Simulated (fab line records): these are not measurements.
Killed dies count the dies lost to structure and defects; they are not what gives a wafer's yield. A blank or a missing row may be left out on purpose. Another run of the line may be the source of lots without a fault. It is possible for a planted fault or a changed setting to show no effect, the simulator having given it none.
Which of the tools did it?	flow nand-harc	24 lots, 72 wafers sampled, at 6 steps of a route of 1302

== WHAT EACH GAUGE READ, for each wafer ==
NHARC_A_SLIT_INSPECT_11.
lot	measured	on	raw-defect-count
L074	day 19 10:58	defect-inspect-01	115 115 104
L076	day 20 10:10	defect-inspect-01	79 72 68
L075	day 20 11:35	defect-inspect-02	75 71 91
L079	day 21 02:47	defect-inspect-02	119 101 128
L077	day 21 03:31	defect-inspect-01	79 84 79
L078	day 21 04:25	defect-inspect-02	63 54 62
L081	day 22 05:04	defect-inspect-01	65 55 57
L080	day 22 22:53	defect-inspect-02	95 117 108
L082	day 23 12:11	defect-inspect-01	67 68 77
L084	day 23 13:01	defect-inspect-02	86 64 88
L083	day 24 01:15	defect-inspect-01	21 17 17
L086	day 24 01:25	defect-inspect-01	25 34 32
L087	day 24 16:20	defect-inspect-01	85 79 82
L085	day 24 17:55	defect-inspect-02	66 52 71
L090	day 26 02:41	defect-inspect-01	47 46 41
L091	day 26 03:43	defect-inspect-02	71 69 51
L089	day 26 04:38	defect-inspect-02	52 49 40
L088	day 26 06:34	defect-inspect-02	58 71 62
L092	day 27 06:28	defect-inspect-02	66 89 68
L093	day 28 00:15	defect-inspect-01	79 54 56
L094	day 28 01:44	defect-inspect-02	67 40 53
L095	day 28 03:50	defect-inspect-01	27 26 28
L096	day 29 07:40	defect-inspect-02	73 75 75
L097	day 30 02:19	defect-inspect-02	5 11 14

NHARC_A_CONTACT_CD_MEAS_69: the cd target is 300 nm.
lot	measured	on	cd-nm (nm)
L074	day 21 11:01	cd-sem-01	300.1 300.0 300.8
L076	day 22 12:07	cd-sem-01	300.6 299.4 300.3
L075	day 22 11:40	cd-sem-01	299.4 299.7 299.4
L079	day 23 06:22	cd-sem-03	299.8 300.3 299.8
L077	day 23 05:49	cd-sem-02	300.2 299.8 300.6
L078	day 23 05:28	cd-sem-03	300.1 299.9 299.1
L081	day 24 05:40	cd-sem-02	300.0 299.8 299.8
L080	day 24 23:03	cd-sem-03	299.2 299.3 300.1
L082	day 25 15:38	cd-sem-03	300.4 300.8 300.1
L084	day 25 16:22	cd-sem-03	300.1 300.1 299.6
L083	day 26 00:50	cd-sem-02	300.2 300.2 299.4
L086	day 26 10:26	cd-sem-01	300.3 299.4 299.5
L087	day 27 00:52	cd-sem-01	299.9 299.6 299.3
L085	day 26 22:22	cd-sem-02	300.1 300.3 299.9
L090	day 28 04:58	cd-sem-03	300.2 300.1 300.4
L091	day 28 08:56	cd-sem-02	299.6 299.6 300.2
L089	day 28 09:09	cd-sem-03	298.9 299.2 300.0
L088	day 28 09:59	cd-sem-03	299.9 299.6 299.1
L092	day 29 07:07	cd-sem-01	299.4 300.3 300.5
L093	day 30 00:12	cd-sem-03	299.3 299.8 300.0
L094	day 29 23:22	cd-sem-01	300.2 299.3 299.5
L095	day 30 06:32	cd-sem-02	300.0 299.4 299.6
L096	day 31 07:03	cd-sem-01	300.1 299.9 299.8
L097	day 32 05:34	cd-sem-02	300.2 300.0 299.8

== TOOL THAT RAN EACH LOT (tool first, then ch and the chambers of the sampled wafers, then the start) ==
lot	NHARC_A_SLIT_ETCH_29	NHARC_A_CONTACT_ETCH_50	NHARC_A_CONTACT_ETCH_51	NHARC_A_CONTACT_ETCH_119
L074	rie-diel-07 ch 0,2,3, day 19 17:10	rie-diel-11 ch 0,2,3, day 21 03:54 or earlier	rie-diel-11 ch 0,1,2, day 21 03:54 or earlier	har-cap-etch-03 ch 0,1, day 21 03:54
L076	rie-diel-13 ch 0,1,3, day 20 16:02	rie-diel-11 ch 0,1,2, day 22 04:52 or earlier	rie-diel-11 ch 2,3, day 22 04:52 or earlier	har-cap-etch-03 ch 0,1, day 22 04:52
L075	rie-diel-01 ch 1,3, day 20 17:24	rie-diel-10 ch 1,2, day 22 04:37 or earlier	rie-diel-10 ch 1,2,3, day 22 04:37 or earlier	har-cap-etch-02 ch 1, day 22 04:37
L079	rie-diel-13 ch 1,2,3, day 21 08:41	rie-diel-11 ch 0,2,3, day 22 23:22 or earlier	rie-diel-11 ch 0,2,3, day 22 23:22 or earlier	har-cap-etch-03 ch 0,1, day 22 23:22
L077	rie-diel-01 ch 1,3, day 21 09:22	rie-diel-03 ch 0,1,2, day 22 22:35 or earlier	rie-diel-03 ch 1,3, day 22 22:35 or earlier	har-cap-etch-01 ch 0,1, day 22 22:35
L078	rie-diel-07 ch 1,2,3, day 21 12:26	rie-diel-11 ch 0,2,3, day 22 22:34 or earlier	rie-diel-11 ch 0,2,3, day 22 22:34 or earlier	har-cap-etch-02 ch 0,1, day 22 22:34
L081	rie-diel-13 ch 0,1,3, day 22 12:17	rie-diel-03 ch 1,2,3, day 23 22:54 or earlier	rie-diel-03 ch 0,1,3, day 23 22:54 or earlier	har-cap-etch-03 ch 0,1, day 23 22:54
L080	rie-diel-13 ch 2,3, day 23 04:49	rie-diel-11 ch 0,2,3, day 24 16:10 or earlier	rie-diel-11 ch 2,3, day 24 16:10 or earlier	har-cap-etch-01 ch 0,1, day 24 16:10
L082	rie-diel-07 ch 0,2, day 23 19:55	rie-diel-10 ch 0,1,3, day 25 08:47 or earlier	rie-diel-10 ch 0,3, day 25 08:47 or earlier	har-cap-etch-01 ch 0,1, day 25 08:47
L084	rie-diel-01 ch 0,3, day 23 22:01	rie-diel-11 ch 0,1, day 25 08:28 or earlier	rie-diel-11 ch 0,1, day 25 08:28 or earlier	har-cap-etch-03 ch 0,1, day 25 08:28
L083	rie-diel-07 ch 1,2,3, day 24 07:04	rie-diel-11 ch 0,2, day 25 18:03 or earlier	rie-diel-11 ch 0,1,2, day 25 18:03 or earlier	har-cap-etch-03 ch 0,1, day 25 18:03
L086	rie-diel-07 ch 0,1,3, day 24 10:40	rie-diel-11 ch 2,3, day 26 00:37 or earlier	rie-diel-11 ch 0,1,2, day 26 00:37 or earlier	har-cap-etch-03 ch 0,1, day 26 00:37
L087	rie-diel-13 ch 0,2,3, day 24 22:10	rie-diel-10 ch 0,1,3, day 26 16:01 or earlier	rie-diel-10 ch 0,2,3, day 26 16:01 or earlier	har-cap-etch-02 ch 0,1, day 26 16:01
L085	rie-diel-07 ch 0,1,3, day 24 23:44	rie-diel-10 ch 0,2,3, day 26 14:54 or earlier	rie-diel-10 ch 0,2, day 26 14:54 or earlier	har-cap-etch-01 ch 0, day 26 14:54
L090	rie-diel-01 ch 0,1,3, day 26 08:27	rie-diel-11 ch 0,3, day 27 21:05 or earlier	rie-diel-11 ch 2,3, day 27 21:05 or earlier	har-cap-etch-02 ch 0,1, day 27 21:05
L091	rie-diel-13 ch 1,2,3, day 26 09:34	rie-diel-11 ch 1,2,3, day 27 21:52 or earlier	rie-diel-11 ch 1,2,3, day 27 21:52 or earlier	har-cap-etch-03 ch 0,1, day 27 21:52
L089	rie-diel-13 ch 1,3, day 26 12:19	rie-diel-10 ch 0,3, day 28 01:40 or earlier	rie-diel-10 ch 0,1,2, day 28 01:40 or earlier	har-cap-etch-01 ch 1, day 28 01:40
L088	rie-diel-01 ch 1,2,3, day 26 13:25	rie-diel-11 ch 0,1,3, day 28 01:38 or earlier	rie-diel-11 ch 1,2,3, day 28 01:38 or earlier	har-cap-etch-02 ch 0,1, day 28 01:38
L092	rie-diel-07 ch 1,2, day 27 12:52	rie-diel-10 ch 0,1,2, day 29 00:22 or earlier	rie-diel-10 ch 0,2,3, day 29 00:22 or earlier	har-cap-etch-01 ch 0,1, day 29 00:22
L093	rie-diel-13 ch 1,3, day 28 06:08	rie-diel-10 ch 2,3, day 29 16:31 or earlier	rie-diel-10 ch 0,1,2, day 29 16:31 or earlier	har-cap-etch-01 ch 0,1, day 29 16:31
L094	rie-diel-13 ch 0,2,3, day 28 07:37	rie-diel-11 ch 0,2,3, day 29 16:07 or earlier	rie-diel-11 ch 0,1,2, day 29 16:07 or earlier	har-cap-etch-02 ch 0,1, day 29 16:07
L095	rie-diel-07 ch 2,3, day 28 09:54	rie-diel-11 ch 0,1,3, day 29 22:10 or earlier	rie-diel-11 ch 1,2, day 29 22:10 or earlier	har-cap-etch-02 ch 1, day 29 22:10
L096	rie-diel-01 ch 0,3, day 29 13:25	rie-diel-11 ch 0,2,3, day 31 00:20 or earlier	rie-diel-11 ch 0,2,3, day 31 00:20 or earlier	har-cap-etch-03 ch 0,1, day 31 00:20
L097	rie-diel-01 ch 0,1,3, day 30 09:19	rie-diel-11 ch 0,1,2, day 31 19:34 or earlier	rie-diel-11 ch 1,2,3, day 31 19:34 or earlier	har-cap-etch-01 ch 0,1, day 31 19:34
- NHARC_A_SLIT_ETCH_29: etches the open film in CF4/O2, target depth 100 nm, overetch 10 nm, time 55 s.
- NHARC_A_CONTACT_ETCH_50: etches the open film in CF4/CHF3, target depth 121 nm, time 60.5 s.
- NHARC_A_CONTACT_ETCH_51: etches the open film in O2/COS, target depth 7000 nm, time 1820 s.
- NHARC_A_CONTACT_ETCH_119: etches the open film in C4F8/O2/Ar, time 190 s, target depth 1850 nm.

== AS READ BY THE TOOLS THEMSELVES (means over the sampled wafers that have a number; for cases with no such wafer, the mark the record gives instead) ==
NHARC_A_SLIT_ETCH_29.
lot	tool	drypump-motor-current-A (A)	mfc-ar-sccm (sccm)	oes_f_703_au (a.u.)	oes-product-au (a.u.)	rf-vpp-V (V)	showerhead-plenum-p-Torr (Torr)	throttle-valve-pct (%)
L074	rie-diel-07	5.5	0.018	1.002	1.004	197.6	1.35	13.402
L076	rie-diel-13	6.2	0.011	0.999	0.999	198.2	1.34	13.405
L075	rie-diel-01	6.1	0.009	1.004	1.002	198.1	1.36	13.391
L079	rie-diel-13	6.1	0.011	0.999	1.006	198.3	1.36	13.396
L077	rie-diel-01	6.1	0.009	1.002	1.004	196.9	1.36	13.400
L078	rie-diel-07	5.8	0.018	0.999	1.007	198.5	1.35	13.404
L081	rie-diel-13	6.2	0.011	0.998	1.000	198.2	1.34	13.398
L080	rie-diel-13	5.9	0.017	0.998	0.997	198.1	1.36	13.390
L082	rie-diel-07	5.5	0.015	0.998	1.007	198.0	1.32	13.402
L084	rie-diel-01	6.0	0.019	1.001	0.996	198.1	1.36	13.393
L083	rie-diel-07	5.8	0.018	0.999	1.008	196.8	1.35	13.394
L086	rie-diel-07	5.8	0.024	0.998	1.000	197.4	1.30	13.408
L087	rie-diel-13	5.8	0.009	0.998	0.987	197.2	1.32	13.406
L085	rie-diel-07	5.7	0.024	0.999	1.000	197.6	1.31	13.401
L090	rie-diel-01	5.9	0.009	0.998	1.000	198.0	1.35	13.398
L091	rie-diel-13	6.1	0.011	1.004	0.996	198.0	1.36	13.399
L089	rie-diel-13	6.3	0.019	1.002	0.989	198.5	1.39	13.410
L088	rie-diel-01	5.9	0.009	0.996	1.003	197.1	1.34	13.391
L092	rie-diel-07	6.2	0.015	1.003	1.001	197.9	1.33	13.408
L093	rie-diel-13	6.3	0.019	0.998	0.994	198.8	1.39	13.393
L094	rie-diel-13	5.8	0.009	1.001	0.991	197.7	1.32	13.398
L095	rie-diel-07	5.5	0.021	1.000	1.006	199.0	1.37	13.406
L096	rie-diel-01	6.0	0.019	1.002	1.004	197.9	1.36	13.395
L097	rie-diel-01	5.9	0.009	0.999	1.004	198.9	1.35	13.397

NHARC_A_CONTACT_ETCH_50.
lot	tool	drypump-motor-current-A (A)	mfc-ar-sccm (sccm)	oes-product-au (a.u.)	rf-vpp-V (V)	showerhead-plenum-p-Torr (Torr)	throttle-valve-pct (%)
L074	rie-diel-11	5.5	0.023	0.968	370.1	1.57	16.805
L076	rie-diel-11	5.5	0.012	0.968	370.3	1.56	16.802
L075	rie-diel-10	6.1	0.008	0.926	369.8	1.55	16.803
L079	rie-diel-11	5.5	0.023	0.977	370.1	1.57	16.806
L077	rie-diel-03	6.0	0.000	0.919	373.0	1.65	16.803
L078	rie-diel-11	5.5	0.023	0.973	370.4	1.57	16.811
L081	rie-diel-03	6.1	0.001	0.933	372.8	1.63	16.793
L080	rie-diel-11	5.5	0.023	0.926	369.7	1.57	16.799
L082	rie-diel-10	5.6	0.000	0.923	371.8	1.60	16.797
L084	rie-diel-11	5.4	0.009	0.977	372.0	1.59	16.801
L083	rie-diel-11	5.2	0.021	0.930	368.6	1.52	16.801
L086	rie-diel-11	5.8	0.017	0.955	370.6	1.57	16.797
L087	rie-diel-10	5.7	0.000	0.959	371.7	1.60	16.805
L085	rie-diel-10	5.8	0.004	0.956	370.4	1.55	16.804
L090	rie-diel-11	5.2	0.029	0.967	370.3	1.56	16.803
L091	rie-diel-11	5.8	0.014	0.972	371.4	1.60	16.800
L089	rie-diel-10	5.7	0.000	0.966	370.4	1.56	16.801
L088	rie-diel-11	5.5	0.020	0.952	371.4	1.59	16.806
L092	rie-diel-10	6.0	0.004	0.932	370.6	1.57	16.805
L093	rie-diel-10	6.0	0.008	0.964	368.5	1.51	16.808
L094	rie-diel-11	5.5	0.023	0.973	369.9	1.56	16.802
L095	rie-diel-11	5.5	0.020	0.971	371.9	1.59	16.805
L096	rie-diel-11	5.6	0.023	0.958	370.8	1.56	16.804
L097	rie-diel-11	5.5	0.012	0.975	369.6	1.55	16.802

NHARC_A_CONTACT_ETCH_51.
lot	tool	drypump-motor-current-A (A)	mfc-ar-sccm (sccm)	oes-product-au (a.u.)	rf-vpp-V (V)	showerhead-plenum-p-Torr (Torr)	throttle-valve-pct (%)
L074	rie-diel-11	5.5	0.012	1.005	313.8	3.10	28.343
L076	rie-diel-11	5.9	0.026	1.004	314.9	3.20	28.335
L075	rie-diel-10	5.8	0.004	1.000	314.2	3.14	28.334
L079	rie-diel-11	5.5	0.023	1.002	314.9	3.11	28.329
L077	rie-diel-03	5.8	0.003	1.007	316.0	3.24	28.335
L078	rie-diel-11	5.5	0.023	1.001	314.1	3.11	28.337
L081	rie-diel-03	5.8	0.001	0.999	316.2	3.28	28.323
L080	rie-diel-11	5.8	0.017	1.004	314.0	3.12	28.340
L082	rie-diel-10	5.6	0.000	1.000	314.6	3.12	28.325
L084	rie-diel-11	5.4	0.009	1.005	314.9	3.15	28.334
L083	rie-diel-11	5.5	0.012	1.011	314.5	3.09	28.333
L086	rie-diel-11	5.5	0.012	1.009	313.6	3.09	28.338
L087	rie-diel-10	5.8	0.004	0.999	313.4	3.06	28.332
L085	rie-diel-10	6.2	0.008	1.005	312.6	3.02	28.330
L090	rie-diel-11	5.8	0.026	0.996	314.8	3.19	28.318
L091	rie-diel-11	5.8	0.014	0.995	314.5	3.17	28.333
L089	rie-diel-10	6.1	0.004	1.004	314.1	3.11	28.327
L088	rie-diel-11	5.8	0.014	0.996	314.8	3.17	28.328
L092	rie-diel-10	5.9	0.004	1.006	313.6	3.05	28.338
L093	rie-diel-10	6.0	0.004	1.012	313.7	3.10	28.332
L094	rie-diel-11	5.5	0.012	0.996	313.7	3.08	28.334
L095	rie-diel-11	5.8	0.006	0.999	313.1	3.09	28.335
L096	rie-diel-11	5.5	0.023	0.994	313.9	3.10	28.335
L097	rie-diel-11	5.8	0.014	1.002	314.9	3.16	28.328

== THE ANSWER, worked out from the rows above alone ==
Rule: the lots themselves supply what counts as usual. The widest of any qualifying gaps counts: lots, ordered by their means at a reading, are off when they make up no more than a third of the lots, leave a main group of 4 or more, and stand apart from it by 3 or more times the standard deviation of that group's means. If all means in a main group match to the digits the tables above print for the reading, that group is not used. A lot without any number at a reading at which 4 lots or more have one is off too. The other lots that the step has rows for count as sound. The gauges are gone through in route order, then the tools' own readings, and for those a lot's mean is taken as printed above. At the first step where some lot is off, the reading lying furthest off is the one used; lots without a number count as furthest.
Across all readings shown, no lot is off: no conclusion can be drawn from this.

== WHAT THE SIMULATOR HAD PUT IN ==
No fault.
